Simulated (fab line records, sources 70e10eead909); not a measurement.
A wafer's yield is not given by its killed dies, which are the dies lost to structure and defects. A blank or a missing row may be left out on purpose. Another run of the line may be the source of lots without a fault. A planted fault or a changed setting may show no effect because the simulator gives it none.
Which tool did it? / flow nand harc / 13 lots, 36 wafers sampled, at 6 steps of a route of 1302

## WHAT EACH GAUGE READ, for each wafer
NHARC_A_SOURCE_PLATE_THK_MEAS_06: measures by ellipsometry. Usual: thk nm reads 200.6 nm (standard deviation 2.3).
lot=L411; measured=day 7 19:46; on=film metro-02; thk nm (nm)=203.4 202.2 198.9; flag=
lot=L415; measured=day 9 13:28; on=film metro-02; thk nm (nm)=204.3 205.0 204.7; flag=
lot=L416; measured=day 10 10:41; on=film metro-02; thk nm (nm)=201.8 202.1; flag=
lot=L417; measured=day 10 15:18; on=film metro-02; thk nm (nm)=200.4 198.7; flag=
lot=L418; measured=day 11 08:01; on=film metro-02; thk nm (nm)=199.2 199.7; flag=
lot=L425; measured=day 13 17:04; on=film metro-01; thk nm (nm)=198.9 200.9 200.4; flag=
lot=L424; measured=day 13 17:04; on=film metro-02; thk nm (nm)=201.2 200.8 200.6; flag=
lot=L426; measured=day 14 12:11; on=film metro-01; thk nm (nm)=203.8 204.6 201.6; flag=
lot=L427; measured=day 14 17:44; on=film metro-02; thk nm (nm)=203.1 199.3 199.8; flag=
lot=L428; measured=day 15 03:49; on=film metro-01; thk nm (nm)=199.7 202.3 201.8; flag=
lot=L430; measured=day 16 01:11; on=film metro-02; thk nm (nm)=199.7 201.1 200.7; flag=
lot=L431; measured=day 16 11:01; on=film metro-01; thk nm (nm)=199.1 202.4 202.6; flag=
lot=L433; measured=day 17 15:25; on=film metro-02; thk nm (nm)=196.3 198.8 196.6; flag=

NHARC_A_ONON_D1_THK_MEAS_02: measures by ellipsometry. Usual: thk nm reads 996 nm (standard deviation 8.2).
lot=L411; measured=day 7 20:26; on=film metro-02; thk nm (nm)=1001 1000 1000; flag=
lot=L415; measured=day 9 14:09; on=film metro-01; thk nm (nm)=989 992 991; flag=
lot=L416; measured=day 10 11:20; on=film metro-01; thk nm (nm)=678 992; flag=OFF
lot=L417; measured=day 10 15:59; on=film metro-02; thk nm (nm)=681 681; flag=OFF
lot=L418; measured=day 11 08:40; on=film metro-02; thk nm (nm)=674 991; flag=OFF
lot=L425; measured=day 13 17:43; on=film metro-02; thk nm (nm)=984 983 985; flag=
lot=L424; measured=day 13 17:43; on=film metro-01; thk nm (nm)=1007 1007 1006; flag=
lot=L426; measured=day 14 12:54; on=film metro-02; thk nm (nm)=1004 1002 1002; flag=
lot=L427; measured=day 14 18:25; on=film metro-01; thk nm (nm)=991 988 987; flag=
lot=L428; measured=day 15 04:27; on=film metro-01; thk nm (nm)=1005 1004 1006; flag=
lot=L430; measured=day 16 01:52; on=film metro-01; thk nm (nm)=1009 1008 1009; flag=
lot=L431; measured=day 16 11:41; on=film metro-01; thk nm (nm)=996 996 996; flag=
lot=L433; measured=day 17 16:03; on=film metro-02; thk nm (nm)=987 986 988; flag=

NHARC_END_SORT_01. Usual: killed at array 59, standard deviation 17; killed at other 0.7, standard deviation 0.9; killed at periphery 3.6, standard deviation 2.3; killed dies 63, standard deviation 18; killed open 3.4, standard deviation 1.9; killed short 2.6, standard deviation 1.7.
lot=L416; measured=day 27 11:55; on=prober-01; killed at array=673 61; killed at other=0 0; killed at periphery=4 5; killed dies=677 66; killed open=7 2; killed short=2 2; flag=OFF
lot=L417; measured=day 27 07:39; on=prober-02; killed at array=671 675; killed at other=1 0; killed at periphery=5 2; killed dies=677 677; killed open=5 3; killed short=3 2; flag=OFF
lot=L418; measured=day 28 12:28; on=prober-01; killed at array=669 86; killed at other=1 0; killed at periphery=7 7; killed dies=677 93; killed open=3 3; killed short=4 2; flag=OFF
lot=L425; measured=day 30 10:07; on=prober-01; killed at array=61 44 45; killed at other=0 0 1; killed at periphery=3 2 2; killed dies=64 46 48; killed open=5 0 4; killed short=2 1 1; flag=

## TOOL THAT RAN EACH LOT (tool first, then ch and the chambers of the sampled wafers, then the start)
lot=L411; NHARC_P_BONDPAD_DEGAS_25=pvd sputter-01, day 6 19:58; NHARC_A_ZERO_WELL_ETCH_19=rie diel-12 ch 0,1, day 6 23:07; NHARC_A_ONON_D1_DEP_00=pecvd onon-01 ch 0, day 7 19:59
lot=L415; NHARC_P_BONDPAD_DEGAS_25=pvd sputter-03, day 8 12:46; NHARC_A_ZERO_WELL_ETCH_19=rie diel-07 ch 0,1,2, day 8 15:55; NHARC_A_ONON_D1_DEP_00=pecvd onon-04 ch 0, day 9 13:42
lot=L416; NHARC_P_BONDPAD_DEGAS_25=pvd sputter-03, day 9 06:20; NHARC_A_ZERO_WELL_ETCH_19=rie diel-07 ch 0,1, day 9 09:34; NHARC_A_ONON_D1_DEP_00=pecvd onon-01 ch 0, day 10 10:56
lot=L417; NHARC_P_BONDPAD_DEGAS_25=pvd sputter-01, day 9 14:38; NHARC_A_ZERO_WELL_ETCH_19=rie diel-07 ch 0,3, day 9 17:49; NHARC_A_ONON_D1_DEP_00=pecvd onon-01 ch 0, day 10 15:35
lot=L418; NHARC_P_BONDPAD_DEGAS_25=pvd sputter-03, day 10 04:30; NHARC_A_ZERO_WELL_ETCH_19=rie diel-07 ch 0,1, day 10 07:39; NHARC_A_ONON_D1_DEP_00=pecvd onon-01 ch 0, day 11 08:20
lot=L425; NHARC_P_BONDPAD_DEGAS_25=pvd sputter-02, day 12 17:25; NHARC_A_ZERO_WELL_ETCH_19=rie diel-07 ch 2,3, day 12 20:35; NHARC_A_ONON_D1_DEP_00=pecvd onon-01 ch 0, day 13 17:19
lot=L424; NHARC_P_BONDPAD_DEGAS_25=pvd sputter-01, day 12 18:28; NHARC_A_ZERO_WELL_ETCH_19=rie diel-07 ch 0,2,3, day 12 21:40; NHARC_A_ONON_D1_DEP_00=pecvd onon-04 ch 0, day 13 17:16
lot=L426; NHARC_P_BONDPAD_DEGAS_25=pvd sputter-03, day 13 09:47; NHARC_A_ZERO_WELL_ETCH_19=rie diel-12 ch 0,1,2, day 13 12:52; NHARC_A_ONON_D1_DEP_00=pecvd onon-04 ch 0, day 14 12:22
lot=L427; NHARC_P_BONDPAD_DEGAS_25=pvd sputter-01, day 13 18:05; NHARC_A_ZERO_WELL_ETCH_19=rie diel-12 ch 1,2,3, day 13 21:08; NHARC_A_ONON_D1_DEP_00=pecvd onon-01 ch 0, day 14 17:58
lot=L428; NHARC_P_BONDPAD_DEGAS_25=pvd sputter-01, day 14 00:43; NHARC_A_ZERO_WELL_ETCH_19=rie diel-07 ch 1,3, day 14 03:53; NHARC_A_ONON_D1_DEP_00=pecvd onon-04 ch 0, day 15 03:56
lot=L430; NHARC_P_BONDPAD_DEGAS_25=pvd sputter-03, day 15 00:58; NHARC_A_ZERO_WELL_ETCH_19=rie diel-12 ch 0,2, day 15 04:08; NHARC_A_ONON_D1_DEP_00=pecvd onon-01 ch 0, day 16 01:25
lot=L431; NHARC_P_BONDPAD_DEGAS_25=pvd sputter-01, day 15 09:47; NHARC_A_ZERO_WELL_ETCH_19=rie diel-07 ch 1,2,3, day 15 12:57; NHARC_A_ONON_D1_DEP_00=pecvd onon-01 ch 0, day 16 11:10
lot=L433; NHARC_P_BONDPAD_DEGAS_25=pvd sputter-01, day 16 12:37; NHARC_A_ZERO_WELL_ETCH_19=rie diel-07 ch 0,1, day 16 15:46; NHARC_A_ONON_D1_DEP_00=pecvd onon-01 ch 0, day 17 15:32
- NHARC_P_BONDPAD_DEGAS_25: time 60 s.
- NHARC_A_ZERO_WELL_ETCH_19: etches the open film in N2/H2, target depth 80 nm, overetch 24 nm, time 87.88 s.
- NHARC_A_ONON_D1_DEP_00: target thk 1000 nm.

## AS READ BY THE TOOLS THEMSELVES (means over the sampled wafers that have a number; for cases with no such wafer, the mark the record gives instead)
NHARC_P_BONDPAD_DEGAS_25. Usual: heater power w reads 480 W (standard deviation 43).
lot=L411; tool=pvd sputter-01; heater power w (W)=489; flag=
lot=L415; tool=pvd sputter-03; heater power w (W)=476; flag=
lot=L416; tool=pvd sputter-03; heater power w (W)=424; flag=
lot=L417; tool=pvd sputter-01; heater power w (W)=509; flag=
lot=L418; tool=pvd sputter-03; heater power w (W)=486; flag=
lot=L425; tool=pvd sputter-02; heater power w (W)=436; flag=
lot=L424; tool=pvd sputter-01; heater power w (W)=505; flag=
lot=L426; tool=pvd sputter-03; heater power w (W)=499; flag=
lot=L427; tool=pvd sputter-01; heater power w (W)=489; flag=
lot=L428; tool=pvd sputter-01; heater power w (W)=472; flag=
lot=L430; tool=pvd sputter-03; heater power w (W)=501; flag=
lot=L431; tool=pvd sputter-01; heater power w (W)=490; flag=
lot=L433; tool=pvd sputter-01; heater power w (W)=475; flag=

NHARC_A_ZERO_WELL_ETCH_19. Usual: drypump motor current A 5.9 A, standard deviation 0.41; oes product au 1.000 a.u., standard deviation 0.0076; rf vpp V 430.4 V, standard deviation 2; showerhead plenum p Torr 2.04 Torr, standard deviation 0.07; throttle valve pct 14.173 %, standard deviation 0.009.
lot=L411; tool=rie diel-12; drypump motor current A (A)=5.6; oes product au (a.u.)=1.006; rf vpp V (V)=431.6; showerhead plenum p Torr (Torr)=2.05; throttle valve pct (%)=14.166; flag=
lot=L415; tool=rie diel-07; drypump motor current A (A)=5.8; oes product au (a.u.)=1.000; rf vpp V (V)=431.2; showerhead plenum p Torr (Torr)=2.08; throttle valve pct (%)=14.167; flag=
lot=L416; tool=rie diel-07; drypump motor current A (A)=5.8; oes product au (a.u.)=0.998; rf vpp V (V)=431.4; showerhead plenum p Torr (Torr)=2.08; throttle valve pct (%)=14.177; flag=
lot=L417; tool=rie diel-07; drypump motor current A (A)=6.2; oes product au (a.u.)=1.003; rf vpp V (V)=429.1; showerhead plenum p Torr (Torr)=2.04; throttle valve pct (%)=14.174; flag=
lot=L418; tool=rie diel-07; drypump motor current A (A)=5.8; oes product au (a.u.)=1.002; rf vpp V (V)=432.1; showerhead plenum p Torr (Torr)=2.08; throttle valve pct (%)=14.181; flag=
lot=L425; tool=rie diel-07; drypump motor current A (A)=6.2; oes product au (a.u.)=1.003; rf vpp V (V)=429.5; showerhead plenum p Torr (Torr)=1.98; throttle valve pct (%)=14.175; flag=
lot=L424; tool=rie diel-07; drypump motor current A (A)=6.0; oes product au (a.u.)=0.997; rf vpp V (V)=430.4; showerhead plenum p Torr (Torr)=2.05; throttle valve pct (%)=14.177; flag=
lot=L426; tool=rie diel-12; drypump motor current A (A)=5.4; oes product au (a.u.)=1.003; rf vpp V (V)=430.4; showerhead plenum p Torr (Torr)=2.03; throttle valve pct (%)=14.179; flag=
lot=L427; tool=rie diel-12; drypump motor current A (A)=5.8; oes product au (a.u.)=0.989; rf vpp V (V)=429.2; showerhead plenum p Torr (Torr)=2.01; throttle valve pct (%)=14.175; flag=
lot=L428; tool=rie diel-07; drypump motor current A (A)=6.2; oes product au (a.u.)=1.007; rf vpp V (V)=428.6; showerhead plenum p Torr (Torr)=1.96; throttle valve pct (%)=14.173; flag=
lot=L430; tool=rie diel-12; drypump motor current A (A)=5.4; oes product au (a.u.)=0.997; rf vpp V (V)=429.9; showerhead plenum p Torr (Torr)=2.02; throttle valve pct (%)=14.183; flag=
lot=L431; tool=rie diel-07; drypump motor current A (A)=6.0; oes product au (a.u.)=1.008; rf vpp V (V)=429.3; showerhead plenum p Torr (Torr)=2.01; throttle valve pct (%)=14.172; flag=
lot=L433; tool=rie diel-07; drypump motor current A (A)=5.8; oes product au (a.u.)=1.001; rf vpp V (V)=431.3; showerhead plenum p Torr (Torr)=2.07; throttle valve pct (%)=14.172; flag=

NHARC_A_ONON_D1_DEP_00. Usual: n2o flow sccm 1998 sccm, standard deviation 5.5; nh3 flow sccm 500.5 sccm, standard deviation 1.6.
lot=L411; tool=pecvd onon-01; n2o flow sccm (sccm)=2004; nh3 flow sccm (sccm)=499.3; flag=
lot=L415; tool=pecvd onon-04; n2o flow sccm (sccm)=2000; nh3 flow sccm (sccm)=501.2; flag=
lot=L416; tool=pecvd onon-01; n2o flow sccm (sccm)=2005; nh3 flow sccm (sccm)=499.8; flag=
lot=L417; tool=pecvd onon-01; n2o flow sccm (sccm)=2000; nh3 flow sccm (sccm)=498.7; flag=
lot=L418; tool=pecvd onon-01; n2o flow sccm (sccm)=2004; nh3 flow sccm (sccm)=500.1; flag=
lot=L425; tool=pecvd onon-01; n2o flow sccm (sccm)=1995; nh3 flow sccm (sccm)=502.8; flag=
lot=L424; tool=pecvd onon-04; n2o flow sccm (sccm)=1994; nh3 flow sccm (sccm)=501.3; flag=
lot=L426; tool=pecvd onon-04; n2o flow sccm (sccm)=2000; nh3 flow sccm (sccm)=499.4; flag=
lot=L427; tool=pecvd onon-01; n2o flow sccm (sccm)=1994; nh3 flow sccm (sccm)=501.5; flag=
lot=L428; tool=pecvd onon-04; n2o flow sccm (sccm)=1999; nh3 flow sccm (sccm)=500.2; flag=
lot=L430; tool=pecvd onon-01; n2o flow sccm (sccm)=2000; nh3 flow sccm (sccm)=500.6; flag=
lot=L431; tool=pecvd onon-01; n2o flow sccm (sccm)=1996; nh3 flow sccm (sccm)=502.2; flag=
lot=L433; tool=pecvd onon-01; n2o flow sccm (sccm)=1996; nh3 flow sccm (sccm)=499.8; flag=

## THE ANSWER, worked out from the rows above alone
Rule: lot off if the mean of its wafers having a number is beyond 3 standard deviations from the usual mean. Also off: a lot with no number at a reading for which 4 or more lots have one. Where the step has rows for the other lots, those lots are counted as sound. After the gauges, taken in route order, come the tools' own readings; for these a lot's mean is taken, as printed above. At the first step where some lot is off, the reading lying furthest off is the one used; lots without a number count as furthest.
Off: L416, L417, L418 (NHARC_A_ONON_D1_THK_MEAS_02, thk nm).
A tool fits if, at a process step before that reading, it ran every lot that is off, and no sound lot after the first of them. Not tried: the gauges at NHARC_A_ONON_D1_THK_MEAS_02; whatever is off there is also off at NHARC_END_SORT_01, on other tools, and gauge error can't account for it. None of those tried fits.

## WHAT THE SIMULATOR HAD PUT IN
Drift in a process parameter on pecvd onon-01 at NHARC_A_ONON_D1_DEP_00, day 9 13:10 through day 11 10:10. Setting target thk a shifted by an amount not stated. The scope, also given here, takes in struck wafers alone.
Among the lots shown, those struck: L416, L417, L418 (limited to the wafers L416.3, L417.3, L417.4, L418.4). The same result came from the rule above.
